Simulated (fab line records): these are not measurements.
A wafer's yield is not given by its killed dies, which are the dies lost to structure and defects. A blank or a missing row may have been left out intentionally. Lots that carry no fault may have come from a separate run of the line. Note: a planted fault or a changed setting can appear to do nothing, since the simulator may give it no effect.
Chamber matching :: flow n5 finfet :: N5_BEOL_M11_ALD_74 on ald metal-01 has 4 sister chambers
The step deposits TaN, target thk 2 nm, pulse time 2 s, purge time 3 s. 4 wafers are shown with their chamber, then 7 later ones without.

## EACH WAFER AND ITS CHAMBER
wafer: L090.2
chamber: 0
heater power w (W): 502

wafer: L090.3
chamber: 2
heater power w (W): 412

wafer: L094.1
chamber: 1
heater power w (W): 412

wafer: L094.2
chamber: 3
heater power w (W): 380

## WAFERS WITHOUT THEIR CHAMBER
wafer: L094.5
heater power w (W): 479

wafer: L093.3
heater power w (W): 366

wafer: L093.4
heater power w (W): 375

wafer: L093.5
heater power w (W): 375

wafer: L096.1
heater power w (W): 416

wafer: L096.2
heater power w (W): 369

wafer: L096.6
heater power w (W): 480

## THE CHAMBER EACH PASSED THROUGH
wafer: L094.5
from the rows above: 0
in truth: 0

wafer: L093.3
from the rows above: 3
in truth: 3

wafer: L093.4
from the rows above: 3
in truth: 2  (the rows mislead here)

wafer: L093.5
from the rows above: 3
in truth: 3

wafer: L096.1
from the rows above: can't be placed: 1 or 2
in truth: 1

wafer: L096.2
from the rows above: 3
in truth: 3

wafer: L096.6
from the rows above: 0
in truth: 0
Correctly placed: 5 of 7. Not placeable from these rows: 1 (in 1, the candidates include the true chamber). Number placed wrongly: 1.
How it was worked out, from the rows above alone: a wafer's distance from a chamber is the root of the sum, over the readings, of the square of ((its reading less the chamber's mean) divided by the reading's scatter). The wafer belongs to the nearest chamber; if the next one is less than 2 further off, it can't be placed. Each chamber's mean is taken over the wafers shown for it. The scatter (one wafer shown for each chamber): square how far every hidden wafer sits from the nearest shown wafer, average those squares and take the square root.
